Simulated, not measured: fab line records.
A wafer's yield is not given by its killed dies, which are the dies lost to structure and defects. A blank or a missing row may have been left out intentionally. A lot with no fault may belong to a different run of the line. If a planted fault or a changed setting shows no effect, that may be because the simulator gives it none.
What tool caused it?	flow n5_finfet	22 lots with 66 wafers sampled at 6 steps, on a route of 1938 steps

## WHAT THE GAUGES SHOWED, per wafer
The record holds no reading of a measuring or inspecting step that can be judged against a usual standard deviation.

## WHICH TOOL RAN EACH LOT (tool, then ch and the chambers of the sampled wafers, then the start)
lot	N5_BEOL_M10_STRIP_19	N5_BEOL_M10_DESCUM_33	N5_BEOL_M10_DEGAS_44	N5_BEOL_M11_DESCUM_33	N5_BEOL_M11_ETCH_41	N5_BEOL_M11_DEGAS_44
L074	rie_diel-01 ch 1,2,3, day 9 20:52	rie_diel-01 ch 0,2,3, day 9 23:14	pvd_sputter-03, day 10 00:38	rie_diel-03 ch 0,1,2, day 10 09:29	rie_diel-03 ch 0,1,2, day 10 10:31 or earlier	pvd_sputter-01, day 10 10:31
L076	rie_diel-01 ch 0,2,3, day 10 18:07	rie_diel-05 ch 1,3, day 10 19:38	pvd_sputter-02, day 10 20:44	rie_diel-06 ch 1,3, day 11 01:56	rie_diel-06 ch 1,3, day 11 05:04 or earlier	pvd_sputter-02, day 11 05:04
L079	rie_diel-05 ch 1,2,3, day 10 21:21	rie_diel-02 ch 0,1,2, day 10 22:10	pvd_sputter-01, day 10 23:24	rie_diel-06 ch 1,2,3, day 11 04:45	rie_diel-06 ch 1,2,3, day 11 05:49 or earlier	pvd_sputter-03, day 11 05:49
L078	rie_diel-02 ch 0,1,2, day 11 03:16	rie_diel-02 ch 1,2,3, day 11 05:11	pvd_sputter-02, day 11 06:25	rie_diel-04 ch 1,3, day 11 13:23	rie_diel-04 ch 1,3, day 11 15:20 or earlier	pvd_sputter-02, day 11 15:20
L080	rie_diel-02 ch 1,2,3, day 11 15:56	rie_diel-01 ch 1,2, day 11 18:52	pvd_sputter-03, day 11 20:10	rie_diel-03 ch 0,2,3, day 12 00:53	rie_diel-03 ch 0,2,3, day 12 02:00 or earlier	pvd_sputter-03, day 12 02:00
L083	rie_diel-01 ch 0,1,2, day 11 20:30	rie_diel-01 ch 0,1,3, day 11 23:16	pvd_sputter-02, day 12 00:16	rie_diel-06 ch 1,2,3, day 12 07:18	rie_diel-06 ch 1,2,3, day 12 09:41 or earlier	pvd_sputter-02, day 12 09:41
L081	rie_diel-01 ch 2,3, day 11 20:32	rie_diel-05 ch 0,2, day 11 23:19	pvd_sputter-02, day 12 00:32	rie_diel-06 ch 1,2,3, day 12 10:05	rie_diel-06 ch 1,2,3, day 12 12:51 or earlier	pvd_sputter-01, day 12 12:51
L082	rie_diel-01 ch 0,1, day 12 03:51	rie_diel-01 ch 0,1,2, day 12 06:20	pvd_sputter-02, day 12 07:41	rie_diel-06 ch 0,1,2, day 12 16:17	rie_diel-06 ch 0,1,2, day 12 17:36 or earlier	pvd_sputter-03, day 12 17:36
L084	rie_diel-05 ch 1,2, day 12 18:10	rie_diel-05 ch 0,1, day 12 18:56	pvd_sputter-03, day 12 20:06	rie_diel-03 ch 2,3, day 13 03:01	rie_diel-03 ch 2,3, day 13 04:07 or earlier	pvd_sputter-01, day 13 04:07
L085	rie_diel-05 ch 0,1,2, day 13 02:13	rie_diel-02 ch 1,2,3, day 13 02:57	pvd_sputter-03, day 13 04:03	rie_diel-06 ch 0,1,2, day 13 11:34	rie_diel-06 ch 0,1,2, day 13 12:59 or earlier	pvd_sputter-01, day 13 12:59
L086	rie_diel-05 ch 1,2, day 13 13:08	rie_diel-01 ch 0,3, day 13 17:23	pvd_sputter-03, day 13 18:28	rie_diel-06 ch 1,3, day 14 02:57	rie_diel-06 ch 1,3, day 14 04:15 or earlier	pvd_sputter-01, day 14 04:15
L089	rie_diel-05 ch 1,3, day 13 17:44	rie_diel-01 ch 1,2, day 13 22:43	pvd_sputter-01, day 13 23:44	rie_diel-03 ch 0,1,3, day 14 05:16	rie_diel-03 ch 0,1,3, day 14 06:20 or earlier	pvd_sputter-03, day 14 06:20
L087	rie_diel-05 ch 0,1,3, day 13 22:13	rie_diel-02 ch 0,1,2, day 13 22:56	pvd_sputter-03, day 14 00:06	rie_diel-06 ch 0,1,3, day 14 05:26	rie_diel-06 ch 0,1,3, day 14 07:40 or earlier	pvd_sputter-01, day 14 07:40
L088	rie_diel-05 ch 1,2, day 13 23:50	rie_diel-05 ch 1,2, day 14 00:25	pvd_sputter-03, day 14 03:05	rie_diel-03 ch 0,1, day 14 08:20	rie_diel-03 ch 0,1, day 14 09:40 or earlier	pvd_sputter-01, day 14 09:40
L090	rie_diel-05 ch 0,1,3, day 14 14:37	rie_diel-01 ch 0,2,3, day 14 16:17	pvd_sputter-01, day 14 17:21	rie_diel-04 ch 0,1,2, day 14 23:03	rie_diel-04 ch 0,1,2, day 15 00:08 or earlier	pvd_sputter-01, day 15 00:08
L091	rie_diel-01 ch 0,1,2, day 14 21:26	rie_diel-05 ch 2,3, day 14 23:02	pvd_sputter-01, day 15 00:13	rie_diel-06 ch 1,2,3, day 15 08:31	rie_diel-06 ch 1,2,3, day 15 09:53 or earlier	pvd_sputter-01, day 15 09:53
L094	rie_diel-02 ch 1,2, day 15 07:05	rie_diel-02 ch 0,2,3, day 15 08:31	pvd_sputter-01, day 15 09:31	rie_diel-06 ch 2,3, day 15 14:37	rie_diel-06 ch 2,3, day 15 15:41 or earlier	pvd_sputter-02, day 15 15:41
L093	rie_diel-02 ch 0,1,2, day 15 09:31	rie_diel-05 ch 1,2,3, day 15 11:32	pvd_sputter-01, day 15 12:55	rie_diel-04 ch 0,1,3, day 15 22:10	rie_diel-04 ch 0,1,3, day 15 23:26 or earlier	pvd_sputter-03, day 15 23:26
L095	rie_diel-01 ch 1,3, day 15 14:07	rie_diel-05 ch 0,1,3, day 15 15:19	pvd_sputter-02, day 15 18:32	rie_diel-04 ch 1,3, day 16 00:45	rie_diel-04 ch 1,3, day 16 03:43 or earlier	pvd_sputter-03, day 16 03:43
L092	rie_diel-01 ch 0,1,2, day 16 00:11	rie_diel-01 ch 0,1,2, day 16 00:48	pvd_sputter-03, day 16 03:48	rie_diel-03 ch 0,1,3, day 16 10:58	rie_diel-03 ch 0,1,3, day 16 12:16 or earlier	pvd_sputter-03, day 16 12:16
L096	rie_diel-05 ch 1,2,3, day 16 05:11	rie_diel-02 ch 0,2, day 16 05:52	pvd_sputter-03, day 16 07:52	rie_diel-06 ch 1,2,3, day 16 13:15	rie_diel-06 ch 1,2,3, day 16 16:04 or earlier	pvd_sputter-01, day 16 16:04
L097	rie_diel-01 ch 0,1,3, day 16 23:04	rie_diel-02 ch 1,2,3, day 17 03:48	pvd_sputter-01, day 17 05:07	rie_diel-06 ch 1,2, day 17 12:04	rie_diel-06 ch 1,2, day 17 13:22 or earlier	pvd_sputter-03, day 17 13:22
- N5_BEOL_M10_STRIP_19: strips in O2.
- N5_BEOL_M10_DESCUM_33: chemistry O2, time 7.9 s.
- N5_BEOL_M10_DEGAS_44: time 60 s.
- N5_BEOL_M11_DESCUM_33: chemistry O2, time 7.9 s.
- N5_BEOL_M11_ETCH_41: etches SiCN in CH3F/O2, target depth 42.6 nm, time 86 s.
- N5_BEOL_M11_DEGAS_44: time 60 s.

## AS READ BY THE TOOLS THEMSELVES (means over the sampled wafers that have a number; for cases with no such wafer, the mark the record gives instead)
N5_BEOL_M10_STRIP_19.
lot	tool	drypump_motor_current_A (A)	o2_flow_sccm (sccm)	oes_product_au (a.u.)	rf_vpp_V (V)	showerhead_plenum_p_Torr (Torr)	throttle_valve_pct (%)
L074	rie_diel-01	5.5	225.4	0.81	3.7	2.14	16.70
L076	rie_diel-01	5.6	225.4	0.83	3.2	2.13	16.54
L079	rie_diel-05	5.3	225.8	0.83	3.5	2.17	16.56
L078	rie_diel-02	5.4	224.8	0.79	3.7	2.17	16.64
L080	rie_diel-02	5.5	225.2	0.77	3.0	2.17	16.71
L083	rie_diel-01	5.6	225.0	0.84	3.9	2.17	16.51
L081	rie_diel-01	5.4	225.2	0.77	3.6	2.09	16.52
L082	rie_diel-01	5.8	224.5	0.85	3.2	2.21	16.71
L084	rie_diel-05	5.5	225.2	0.80	3.5	2.20	16.49
L085	rie_diel-05	5.4	224.6	0.82	3.2	2.13	16.53
L086	rie_diel-05	5.3	225.4	0.85	4.1	2.17	16.42
L089	rie_diel-05	5.3	225.3	0.78	3.5	2.15	16.78
L087	rie_diel-05	5.4	224.9	0.78	4.2	2.11	16.73
L088	rie_diel-05	5.3	226.0	0.84	3.9	2.16	16.42
L090	rie_diel-05	5.4	223.9	0.78	3.9	2.11	16.72
L091	rie_diel-01	5.7	224.7	0.82	3.7	2.16	16.55
L094	rie_diel-02	5.5	224.8	0.75	3.6	2.20	16.73
L093	rie_diel-02	5.4	224.5	0.75	3.1	2.16	16.69
L095	rie_diel-01	5.7	224.6	0.77	3.7	2.16	17.00
L092	rie_diel-01	5.6	224.5	0.81	3.0	2.16	16.56
L096	rie_diel-05	5.3	225.0	0.78	3.9	2.15	16.65
L097	rie_diel-01	5.8	224.6	0.79	4.0	2.16	16.84

N5_BEOL_M10_DESCUM_33.
lot	tool	drypump_motor_current_A (A)	o2_flow_sccm (sccm)	oes_product_au (a.u.)	rf_vpp_V (V)	showerhead_plenum_p_Torr (Torr)	throttle_valve_pct (%)
L074	rie_diel-01	5.6	225.1	0.85	244.3	2.13	20.27
L076	rie_diel-05	5.3	225.2	0.79	243.1	2.15	20.50
L079	rie_diel-02	5.4	224.9	0.79	243.9	2.16	20.40
L078	rie_diel-02	5.5	224.2	0.77	243.8	2.17	20.47
L080	rie_diel-01	5.4	224.8	0.79	244.1	2.12	20.20
L083	rie_diel-01	5.8	225.0	0.84	244.1	2.17	20.52
L081	rie_diel-05	5.3	225.1	0.90	243.3	2.10	20.24
L082	rie_diel-01	5.6	224.8	0.84	244.8	2.17	20.26
L084	rie_diel-05	5.5	225.3	0.77	243.9	2.14	20.36
L085	rie_diel-02	5.5	224.8	0.77	245.2	2.16	20.50
L086	rie_diel-01	6.0	225.4	0.85	243.7	2.16	20.36
L089	rie_diel-01	5.5	225.2	0.80	244.3	2.16	20.46
L087	rie_diel-02	5.4	224.9	0.77	243.2	2.16	20.43
L088	rie_diel-05	5.5	224.7	0.79	244.6	2.19	20.25
L090	rie_diel-01	5.6	225.4	0.79	244.1	2.12	20.33
L091	rie_diel-05	5.1	224.4	0.86	244.0	2.13	20.33
L094	rie_diel-02	5.5	225.3	0.74	243.5	2.11	20.47
L093	rie_diel-05	5.3	224.2	0.80	243.2	2.15	20.38
L095	rie_diel-05	5.4	224.6	0.77	243.3	2.11	20.52
L092	rie_diel-01	5.6	224.5	0.80	244.2	2.15	20.29
L096	rie_diel-02	5.4	225.5	0.74	242.9	2.10	20.41
L097	rie_diel-02	5.5	225.0	0.73	243.9	2.15	20.54

N5_BEOL_M10_DEGAS_44.
lot	tool	heater_power_w (W)
L074	pvd_sputter-03	281
L076	pvd_sputter-02	349
L079	pvd_sputter-01	321
L078	pvd_sputter-02	336
L080	pvd_sputter-03	306
L083	pvd_sputter-02	339
L081	pvd_sputter-02	339
L082	pvd_sputter-02	346
L084	pvd_sputter-03	288
L085	pvd_sputter-03	282
L086	pvd_sputter-03	347
L089	pvd_sputter-01	303
L087	pvd_sputter-03	305
L088	pvd_sputter-03	354
L090	pvd_sputter-01	334
L091	pvd_sputter-01	324
L094	pvd_sputter-01	321
L093	pvd_sputter-01	341
L095	pvd_sputter-02	319
L092	pvd_sputter-03	323
L096	pvd_sputter-03	282
L097	pvd_sputter-01	318

N5_BEOL_M11_DESCUM_33.
lot	tool	drypump_motor_current_A (A)	o2_flow_sccm (sccm)	oes_product_au (a.u.)	rf_vpp_V (V)	showerhead_plenum_p_Torr (Torr)	throttle_valve_pct (%)
L074	rie_diel-03	6.0	225.2	0.84	242.9	2.06	20.50
L076	rie_diel-06	6.0	225.7	0.79	242.2	2.03	20.57
L079	rie_diel-06	6.0	224.9	0.85	242.6	2.06	20.36
L078	rie_diel-04	5.8	224.8	0.76	241.9	2.02	20.32
L080	rie_diel-03	6.0	224.7	0.91	244.3	2.14	20.20
L083	rie_diel-06	6.0	224.7	0.83	243.2	2.06	20.37
L081	rie_diel-06	6.0	224.3	0.83	243.0	2.06	20.38
L082	rie_diel-06	5.8	225.3	0.91	243.6	2.13	20.22
L084	rie_diel-03	5.9	224.6	0.92	244.9	2.17	19.96
L085	rie_diel-06	5.9	224.7	0.89	244.2	2.13	20.23
L086	rie_diel-06	6.0	224.7	0.78	242.8	2.02	20.61
L089	rie_diel-03	5.7	224.5	0.80	242.5	2.10	20.45
L087	rie_diel-06	5.9	225.2	0.83	243.3	2.09	20.44
L088	rie_diel-03	5.8	226.2	0.78	243.2	2.07	20.70
L090	rie_diel-04	5.9	225.5	0.77	244.3	2.08	20.27
L091	rie_diel-06	6.0	225.4	0.82	243.0	2.05	20.42
L094	rie_diel-06	5.9	224.9	0.82	243.0	2.07	20.23
L093	rie_diel-04	5.7	225.4	0.72	242.0	2.02	20.28
L095	rie_diel-04	6.0	225.2	0.71	242.4	2.09	20.41
L092	rie_diel-03	5.6	224.8	0.78	243.8	2.10	20.48
L096	rie_diel-06	6.0	225.1	0.80	241.8	2.05	20.42
L097	rie_diel-06	6.0	225.1	0.83	244.1	2.08	20.22

N5_BEOL_M11_ETCH_41.
lot	tool	drypump_motor_current_A (A)	oes_product_au (a.u.)	rf_vpp_V (V)	showerhead_plenum_p_Torr (Torr)	throttle_valve_pct (%)
L074	rie_diel-03	6.0	0.85	297.3	1.96	16.28
L076	rie_diel-06	6.0	0.79	295.9	1.95	16.48
L079	rie_diel-06	6.0	0.85	296.0	1.98	16.29
L078	rie_diel-04	5.8	0.75	295.0	1.92	16.18
L080	rie_diel-03	5.9	0.90	297.7	2.05	16.06
L083	rie_diel-06	6.0	0.83	295.8	1.98	16.31
L081	rie_diel-06	6.0	0.83	296.8	1.98	16.31
L082	rie_diel-06	5.9	0.89	297.4	2.04	16.16
L084	rie_diel-03	5.9	0.91	298.6	2.09	15.89
L085	rie_diel-06	5.9	0.89	298.4	2.04	16.17
L086	rie_diel-06	6.1	0.78	295.4	1.95	16.54
L089	rie_diel-03	5.7	0.81	297.1	2.02	16.33
L087	rie_diel-06	5.9	0.83	298.0	2.01	16.37
L088	rie_diel-03	5.8	0.78	298.0	1.97	16.51
L090	rie_diel-04	5.9	0.77	298.0	2.01	16.30
L091	rie_diel-06	6.0	0.80	296.4	1.97	16.35
L094	rie_diel-06	5.9	0.82	296.8	2.00	16.20
L093	rie_diel-04	5.7	0.71	297.2	1.93	16.24
L095	rie_diel-04	6.0	0.69	297.3	1.99	16.27
L092	rie_diel-03	5.7	0.78	297.7	2.01	16.35
L096	rie_diel-06	6.0	0.79	296.5	1.97	16.37
L097	rie_diel-06	6.0	0.83	297.0	2.00	16.19

N5_BEOL_M11_DEGAS_44.
lot	tool	heater_power_w (W)
L074	pvd_sputter-01	322
L076	pvd_sputter-02	340
L079	pvd_sputter-03	281
L078	pvd_sputter-02	343
L080	pvd_sputter-03	318
L083	pvd_sputter-02	346
L081	pvd_sputter-01	320
L082	pvd_sputter-03	341
L084	pvd_sputter-01	312
L085	pvd_sputter-01	318
L086	pvd_sputter-01	311
L089	pvd_sputter-03	284
L087	pvd_sputter-01	322
L088	pvd_sputter-01	345
L090	pvd_sputter-01	315
L091	pvd_sputter-01	317
L094	pvd_sputter-02	331
L093	pvd_sputter-03	319
L095	pvd_sputter-03	283
L092	pvd_sputter-03	303
L096	pvd_sputter-01	330
L097	pvd_sputter-03	323

## THE ANSWER, worked out from the rows above alone
Rule: what is usual is taken from the lots themselves. Put in order of their means at a reading, lots are off if they are a third of the lots or fewer, leave a main group of 4 or more, and stand apart from it by a gap of 3 or more times the standard deviation of the main group's means; of several such gaps the widest counts. A main group is skipped when, at the precision printed for the reading in the tables above, its means are all equal. A lot without any number at a reading at which 4 lots or more have one is off too. Any other lot the step has rows for is counted as sound. The gauges are gone through in route order, then the tools' own readings, and for those a lot's mean is taken as printed above. The first step at which some lot is off is used, and at that step the reading that is off furthest; a lot without a number counts as furthest.
None of the lots is off at any reading shown; this tells nothing.

## WHAT THE SIMULATOR HAD PUT IN
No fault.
